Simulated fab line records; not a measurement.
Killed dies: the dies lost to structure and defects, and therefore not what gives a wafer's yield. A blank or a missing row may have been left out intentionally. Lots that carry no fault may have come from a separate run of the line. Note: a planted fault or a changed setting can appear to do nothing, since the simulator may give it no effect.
Which tool is to blame? :: flow n5 finfet :: 9 lots, 26 wafers sampled, at 6 steps of a route of 1938

## WHAT THE GAUGES READ, wafer by wafer
N5_BEOL_M4_THK_MEAS_01. Usual: for M4_ILD_THK the level is 78.7 nm and the standard deviation is 0.95.
lot: L707
measured: day 7 09:14
on: film metro-01
M4_ILD_THK (nm): 78.4 78.6 80.2
flag: 

lot: L708
measured: day 7 12:37
on: film metro-01
M4_ILD_THK (nm): 78.2 79.3 80.5
flag: 

lot: L710
measured: day 8 04:28
on: film metro-01
M4_ILD_THK (nm): 78.9 79.1 80.4
flag: 

lot: L719
measured: day 10 12:36
on: film metro-02
M4_ILD_THK (nm): 77.3 76.6 79.0
flag: 

lot: L721
measured: day 10 20:31
on: film metro-01
M4_ILD_THK (nm): 79.6 79.3
flag: 

lot: L720
measured: day 11 00:08
on: film metro-02
M4_ILD_THK (nm): 77.2 77.5 79.9
flag: 

lot: L724
measured: day 11 17:16
on: film metro-02
M4_ILD_THK (nm): 78.0 79.1 78.7
flag: 

lot: L726
measured: day 12 11:23
on: film metro-01
M4_ILD_THK (nm): 78.9 78.6 78.3
flag: 

lot: L730
measured: day 13 01:44
on: film metro-01
M4_ILD_THK (nm): 77.2 76.9 78.1
flag: 

N5_BEOL_M4_CD_MEAS_28: target cd 26.2 nm, target cd y 24.1 nm. Usual: cd nm 26.18 nm, standard deviation 0.24.
lot: L707
measured: day 7 13:03
on: cd sem-01
cd nm (nm): 26.24 26.53 26.42
flag: 

lot: L708
measured: day 7 16:16
on: cd sem-01
cd nm (nm): 26.46 25.87 26.46
flag: 

lot: L710
measured: day 8 08:24
on: cd sem-03
cd nm (nm): 25.87 25.80 25.64
flag: 

lot: L719
measured: day 10 15:49
on: cd sem-03
cd nm (nm): 26.28 26.38 26.49
flag: 

lot: L721
measured: day 11 00:00
on: cd sem-01
cd nm (nm): 26.31 25.80
flag: 

lot: L720
measured: day 11 02:59
on: cd sem-03
cd nm (nm): 26.30 26.61 26.28
flag: 

lot: L724
measured: day 11 19:17
on: cd sem-03
cd nm (nm): 25.53 25.69 26.03
flag: 

lot: L726
measured: day 12 15:22
on: cd sem-03
cd nm (nm): 26.29 26.44 26.04
flag: 

lot: L730
measured: day 13 04:25
on: cd sem-03
cd nm (nm): 26.29 25.80 26.16
flag: 

N5_BEOL_M4_RC_MEAS_101. Usual: DIBL_N 37.2 mV/V, standard deviation 1.8; DIBL_P 37.5 mV/V, standard deviation 2.5; IOFF_N 0.17 nA/um, standard deviation 0.038; IOFF_P 0.24 nA/um, standard deviation 0.046; ION_N 681 uA/um, standard deviation 13; ION_P 469 uA/um, standard deviation 8.5; SS_N 71.7 mV/dec, standard deviation 0.6; SS_P 73.6 mV/dec, standard deviation 0.69; VT_N 249 mV, standard deviation 3.4; VT_P -248 mV, standard deviation 3.6.
lot: L707
measured: day 7 19:19
on: prober-01
DIBL_N (mV/V): 37.7 37.1 34.6
DIBL_P (mV/V): 36.6 35.3 33.2
IOFF_N (nA/um): 0.20 0.16 0.14
IOFF_P (nA/um): 0.28 0.25 0.22
ION_N (uA/um): 690 673 667
ION_P (uA/um): 478 466 463
SS_N (mV/dec): 72.4 71.7 70.9
SS_P (mV/dec): 73.8 73.3 72.3
VT_N (mV): 248 251 252
VT_P (mV): -245 -246 -245
flag: 

lot: L708
measured: day 7 23:09
on: prober-02
DIBL_N (mV/V): 34.2 35.2 36.5
DIBL_P (mV/V): 33.7 34.3 36.2
IOFF_N (nA/um): 0.12 0.14 0.16
IOFF_P (nA/um): 0.18 0.20 0.23
ION_N (uA/um): 651 661 690
ION_P (uA/um): 450 456 474
SS_N (mV/dec): 70.9 71.7 71.4
SS_P (mV/dec): 72.6 73.1 73.9
VT_N (mV): 255 253 248
VT_P (mV): -254 -250 -247
flag: 

lot: L710
measured: day 8 15:36
on: prober-01
DIBL_N (mV/V): 39.9 36.9 38.6
DIBL_P (mV/V): 42.1 37.2 39.4
IOFF_N (nA/um): 0.24 0.15 0.19
IOFF_P (nA/um): 0.28 0.19 0.21
ION_N (uA/um): 695 686 673
ION_P (uA/um): 472 467 454
SS_N (mV/dec): 71.9 71.3 71.7
SS_P (mV/dec): 73.5 72.6 73.9
VT_N (mV): 246 251 249
VT_P (mV): -249 -255 -253
flag: 

lot: L719
measured: day 10 22:28
on: prober-02
DIBL_N (mV/V): 39.4 38.4 37.4
DIBL_P (mV/V): 40.3 38.3 37.8
IOFF_N (nA/um): 0.22 0.18 0.16
IOFF_P (nA/um): 0.27 0.24 0.22
ION_N (uA/um): 695 674 673
ION_P (uA/um): 469 462 463
SS_N (mV/dec): 72.3 72.2 71.8
SS_P (mV/dec): 74.3 73.6 73.6
VT_N (mV): 248 249 251
VT_P (mV): -247 -249 -248
flag: 

lot: L721
measured: day 11 14:37
on: prober-01
DIBL_N (mV/V): 37.1 37.5
DIBL_P (mV/V): 37.0 36.9
IOFF_N (nA/um): 0.17 0.17
IOFF_P (nA/um): 0.25 0.23
ION_N (uA/um): 683 666
ION_P (uA/um): 470 462
SS_N (mV/dec): 72.0 72.2
SS_P (mV/dec): 74.0 73.9
VT_N (mV): 250 249
VT_P (mV): -248 -252
flag: 

lot: L720
measured: day 11 17:28
on: prober-02
DIBL_N (mV/V): 38.1 38.5 37.0
DIBL_P (mV/V): 40.0 39.9 38.8
IOFF_N (nA/um): 0.18 0.20 0.17
IOFF_P (nA/um): 0.27 0.26 0.24
ION_N (uA/um): 676 701 681
ION_P (uA/um): 478 482 472
SS_N (mV/dec): 72.0 71.7 71.8
SS_P (mV/dec): 74.1 73.7 74.0
VT_N (mV): 250 247 249
VT_P (mV): -246 -248 -247
flag: 

lot: L724
measured: day 12 05:27
on: prober-01
DIBL_N (mV/V): 34.8 34.9 36.9
DIBL_P (mV/V): 36.4 35.9 38.6
IOFF_N (nA/um): 0.14 0.14 0.18
IOFF_P (nA/um): 0.19 0.19 0.25
ION_N (uA/um): 661 652 671
ION_P (uA/um): 455 452 465
SS_N (mV/dec): 71.1 71.2 71.7
SS_P (mV/dec): 73.7 73.2 73.7
VT_N (mV): 252 251 250
VT_P (mV): -253 -251 -248
flag: 

lot: L726
measured: day 12 23:25
on: prober-01
DIBL_N (mV/V): 38.9 35.8 42.4
DIBL_P (mV/V): 39.5 36.2 43.9
IOFF_N (nA/um): 0.22 0.16 0.31
IOFF_P (nA/um): 0.26 0.19 0.34
ION_N (uA/um): 695 689 697
ION_P (uA/um): 470 469 474
SS_N (mV/dec): 71.4 71.1 73.4
SS_P (mV/dec): 74.0 73.5 75.2
VT_N (mV): 245 249 241
VT_P (mV): -247 -251 -245
flag: 

lot: L730
measured: day 13 10:23
on: prober-02
DIBL_N (mV/V): 36.8 37.9 37.2
DIBL_P (mV/V): 36.5 38.9 37.1
IOFF_N (nA/um): 0.16 0.18 0.15
IOFF_P (nA/um): 0.23 0.25 0.23
ION_N (uA/um): 674 683 671
ION_P (uA/um): 467 465 462
SS_N (mV/dec): 72.0 71.8 72.8
SS_P (mV/dec): 72.8 73.7 73.4
VT_N (mV): 250 247 253
VT_P (mV): -247 -248 -248
flag: 

## TOOL THAT RAN EACH LOT (tool first, then ch and the chambers of the sampled wafers, then the start)
lot: L707
N5_BEOL_M4_ETCH_64: rie diel-06 ch 0,3, day 7 12:15
N5_BEOL_M4_COAT_76: litho track-03 ch 0, day 7 12:38
N5_BEOL_M4_ETCH_77: rie diel-03 ch 0,2,3, day 7 13:12

lot: L708
N5_BEOL_M4_ETCH_64: rie diel-03 ch 0,1,2, day 7 15:36
N5_BEOL_M4_COAT_76: litho track-02 ch 0, day 7 15:59
N5_BEOL_M4_ETCH_77: rie diel-01 ch 1,2,3, day 7 16:52

lot: L710
N5_BEOL_M4_ETCH_64: rie diel-06 ch 0,1,3, day 8 07:41
N5_BEOL_M4_COAT_76: litho track-01 ch 0, day 8 08:07
N5_BEOL_M4_ETCH_77: rie diel-06 ch 0,1, day 8 09:56

lot: L719
N5_BEOL_M4_ETCH_64: rie diel-01 ch 0,1,2, day 10 15:03
N5_BEOL_M4_COAT_76: litho track-03 ch 0, day 10 15:32
N5_BEOL_M4_ETCH_77: rie diel-06 ch 0,1,2, day 10 16:10

lot: L721
N5_BEOL_M4_ETCH_64: rie diel-03 ch 1,2, day 10 23:12
N5_BEOL_M4_COAT_76: litho track-03 ch 0, day 10 23:36
N5_BEOL_M4_ETCH_77: rie diel-01 ch 1,3, day 11 00:10

lot: L720
N5_BEOL_M4_ETCH_64: rie diel-01 ch 0,1,3, day 11 02:12
N5_BEOL_M4_COAT_76: litho track-01 ch 0, day 11 02:40
N5_BEOL_M4_ETCH_77: rie diel-01 ch 0,2,3, day 11 03:08

lot: L724
N5_BEOL_M4_ETCH_64: rie diel-03 ch 2,3, day 11 18:26
N5_BEOL_M4_COAT_76: litho track-02 ch 0, day 11 18:53
N5_BEOL_M4_ETCH_77: rie diel-06 ch 0,1,3, day 11 19:28

lot: L726
N5_BEOL_M4_ETCH_64: rie diel-01 ch 0,1,3, day 12 14:41
N5_BEOL_M4_COAT_76: litho track-01 ch 0, day 12 15:05
N5_BEOL_M4_ETCH_77: rie diel-01 ch 0,1,2, day 12 15:35

lot: L730
N5_BEOL_M4_ETCH_64: rie diel-06 ch 1,3, day 13 03:37
N5_BEOL_M4_COAT_76: litho track-02 ch 0, day 13 04:00
N5_BEOL_M4_ETCH_77: rie diel-01 ch 1,3, day 13 04:34
- N5_BEOL_M4_ETCH_64: etches SOC in N2/H2, target depth 75 nm, overetch 22.5 nm, time 121.9 s.
- N5_BEOL_M4_COAT_76: time 60 s, resist thk 5 nm.
- N5_BEOL_M4_ETCH_77: etches underlayer in N2/H2, target depth 6.5 nm, time 5.2 s.

## WHAT THE TOOLS THEMSELVES READ (means of the sampled wafers that have a number; where no wafer has one, the mark that the record gives instead)
N5_BEOL_M4_ETCH_64. Usual: drypump motor current A 5.9 A, standard deviation 0.53; oes product au 0.62 a.u., standard deviation 0.039; rf vpp V 524.6 V, standard deviation 2.5; showerhead plenum p Torr 2.57 Torr, standard deviation 0.093; throttle valve pct 17.86 %, standard deviation 0.28.
lot: L707
tool: rie diel-06
drypump motor current A (A): 6.7
oes product au (a.u.): 0.68
rf vpp V (V): 528.0
showerhead plenum p Torr (Torr): 2.70
throttle valve pct (%): 17.61
flag: 

lot: L708
tool: rie diel-03
drypump motor current A (A): 6.0
oes product au (a.u.): 0.63
rf vpp V (V): 523.3
showerhead plenum p Torr (Torr): 2.54
throttle valve pct (%): 17.93
flag: 

lot: L710
tool: rie diel-06
drypump motor current A (A): 6.3
oes product au (a.u.): 0.67
rf vpp V (V): 526.8
showerhead plenum p Torr (Torr): 2.66
throttle valve pct (%): 17.61
flag: 

lot: L719
tool: rie diel-01
drypump motor current A (A): 5.8
oes product au (a.u.): 0.63
rf vpp V (V): 523.1
showerhead plenum p Torr (Torr): 2.53
throttle valve pct (%): 17.87
flag: 

lot: L721
tool: rie diel-03
drypump motor current A (A): 6.2
oes product au (a.u.): 0.58
rf vpp V (V): 523.0
showerhead plenum p Torr (Torr): 2.50
throttle valve pct (%): 18.07
flag: 

lot: L720
tool: rie diel-01
drypump motor current A (A): 5.6
oes product au (a.u.): 0.61
rf vpp V (V): 523.3
showerhead plenum p Torr (Torr): 2.52
throttle valve pct (%): 17.94
flag: 

lot: L724
tool: rie diel-03
drypump motor current A (A): 5.6
oes product au (a.u.): 0.59
rf vpp V (V): 522.9
showerhead plenum p Torr (Torr): 2.52
throttle valve pct (%): 17.92
flag: 

lot: L726
tool: rie diel-01
drypump motor current A (A): 5.6
oes product au (a.u.): 0.60
rf vpp V (V): 523.6
showerhead plenum p Torr (Torr): 2.51
throttle valve pct (%): 17.95
flag: 

lot: L730
tool: rie diel-06
drypump motor current A (A): 6.1
oes product au (a.u.): 0.63
rf vpp V (V): 525.8
showerhead plenum p Torr (Torr): 2.60
throttle valve pct (%): 17.84
flag: 

N5_BEOL_M4_COAT_76. Usual: dispense pressure kPa 52 kPa, standard deviation 3.6; plate temp C 205.03 C, standard deviation 0.15; resist line temp C 22.99 C, standard deviation 0.11; spin speed rpm 1500.2 rpm, standard deviation 0.97.
lot: L707
tool: litho track-03
dispense pressure kPa (kPa): 51
plate temp C (C): 204.89
resist line temp C (C): 23.02
spin speed rpm (rpm): 1500.9
flag: 

lot: L708
tool: litho track-02
dispense pressure kPa (kPa): 57
plate temp C (C): 205.11
resist line temp C (C): 23.02
spin speed rpm (rpm): 1499.7
flag: 

lot: L710
tool: litho track-01
dispense pressure kPa (kPa): 48
plate temp C (C): 204.98
resist line temp C (C): 23.06
spin speed rpm (rpm): 1499.9
flag: 

lot: L719
tool: litho track-03
dispense pressure kPa (kPa): 51
plate temp C (C): 204.90
resist line temp C (C): 22.94
spin speed rpm (rpm): 1303.6
flag: OFF

lot: L721
tool: litho track-03
dispense pressure kPa (kPa): 51
plate temp C (C): 205.00
resist line temp C (C): 22.95
spin speed rpm (rpm): 1304.0
flag: OFF

lot: L720
tool: litho track-01
dispense pressure kPa (kPa): 48
plate temp C (C): 204.74
resist line temp C (C): 22.90
spin speed rpm (rpm): 1500.9
flag: 

lot: L724
tool: litho track-02
dispense pressure kPa (kPa): 57
plate temp C (C): 205.00
resist line temp C (C): 22.97
spin speed rpm (rpm): 1499.7
flag: 

lot: L726
tool: litho track-01
dispense pressure kPa (kPa): 48
plate temp C (C): 205.07
resist line temp C (C): 22.97
spin speed rpm (rpm): 1500.6
flag: 

lot: L730
tool: litho track-02
dispense pressure kPa (kPa): 57
plate temp C (C): 205.13
resist line temp C (C): 22.91
spin speed rpm (rpm): 1499.0
flag: 

N5_BEOL_M4_ETCH_77. Usual: drypump motor current A 5.9 A, standard deviation 0.55; etch rf on time s 5.19 s, standard deviation 0.12; oes product au 0.70 a.u., standard deviation 0.045; rf vpp V 524.5 V, standard deviation 2.7; showerhead plenum p Torr 2.57 Torr, standard deviation 0.094; throttle valve pct 17.91 %, standard deviation 0.28.
lot: L707
tool: rie diel-03
drypump motor current A (A): 5.6
etch rf on time s (s): 5.22
oes product au (a.u.): 0.72
rf vpp V (V): 525.7
showerhead plenum p Torr (Torr): 2.58
throttle valve pct (%): 17.90
flag: 

lot: L708
tool: rie diel-01
drypump motor current A (A): 5.9
etch rf on time s (s): 5.20
oes product au (a.u.): 0.73
rf vpp V (V): 523.4
showerhead plenum p Torr (Torr): 2.54
throttle valve pct (%): 18.11
flag: 

lot: L710
tool: rie diel-06
drypump motor current A (A): 6.2
etch rf on time s (s): 5.19
oes product au (a.u.): 0.74
rf vpp V (V): 527.5
showerhead plenum p Torr (Torr): 2.65
throttle valve pct (%): 17.48
flag: 

lot: L719
tool: rie diel-06
drypump motor current A (A): 5.7
etch rf on time s (s): 5.53
oes product au (a.u.): 0.69
rf vpp V (V): 524.2
showerhead plenum p Torr (Torr): 2.56
throttle valve pct (%): 17.75
flag: 

lot: L721
tool: rie diel-01
drypump motor current A (A): 5.8
etch rf on time s (s): 5.60
oes product au (a.u.): 0.69
rf vpp V (V): 522.0
showerhead plenum p Torr (Torr): 2.50
throttle valve pct (%): 18.23
flag: OFF

lot: L720
tool: rie diel-01
drypump motor current A (A): 5.7
etch rf on time s (s): 5.30
oes product au (a.u.): 0.68
rf vpp V (V): 524.4
showerhead plenum p Torr (Torr): 2.56
throttle valve pct (%): 17.94
flag: 

lot: L724
tool: rie diel-06
drypump motor current A (A): 6.3
etch rf on time s (s): 5.11
oes product au (a.u.): 0.71
rf vpp V (V): 525.4
showerhead plenum p Torr (Torr): 2.64
throttle valve pct (%): 17.71
flag: 

lot: L726
tool: rie diel-01
drypump motor current A (A): 5.8
etch rf on time s (s): 5.18
oes product au (a.u.): 0.70
rf vpp V (V): 523.4
showerhead plenum p Torr (Torr): 2.52
throttle valve pct (%): 17.93
flag: 

lot: L730
tool: rie diel-01
drypump motor current A (A): 5.8
etch rf on time s (s): 5.18
oes product au (a.u.): 0.68
rf vpp V (V): 521.2
showerhead plenum p Torr (Torr): 2.47
throttle valve pct (%): 18.23
flag: 

## THE ANSWER, worked out from the rows above alone
Rule: lot off if the mean of its wafers having a number is beyond 3 standard deviations from the usual mean. A lot without any number at a reading at which 4 lots or more have one is off too. The other lots that the step has rows for count as sound. After the gauges, taken in route order, come the tools' own readings; for these a lot's mean is taken, as printed above. The first step at which some lot is off is used, and at that step the reading that is off furthest; a lot without a number counts as furthest.
Off: L719, L721 (N5_BEOL_M4_COAT_76, spin speed rpm).
A tool fits if, at that step or a process step before it, it ran every lot that is off, and no sound lot after the first of them. One candidate fits, namely litho track-03 at N5_BEOL_M4_COAT_76. A fault onset in the window from L707 (day 7 12:38, its last sound lot) to L719 (day 10 15:32, its first lot off) fits.
The tool's own readings at N5_BEOL_M4_COAT_76 bear it out: on the lots that are off they differ by more than 5 times the standard deviation of the sound lots' means. spin speed rpm reads 1303.8 rpm there against 1500.1 rpm on the sound lots.

## WHAT WAS PUT IN BY THE SIMULATOR
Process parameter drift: litho track-03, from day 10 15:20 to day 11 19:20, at N5_BEOL_M4_COAT_76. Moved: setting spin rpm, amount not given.
Lots struck among those shown: L719, L721. The rule given above showed the same thing.
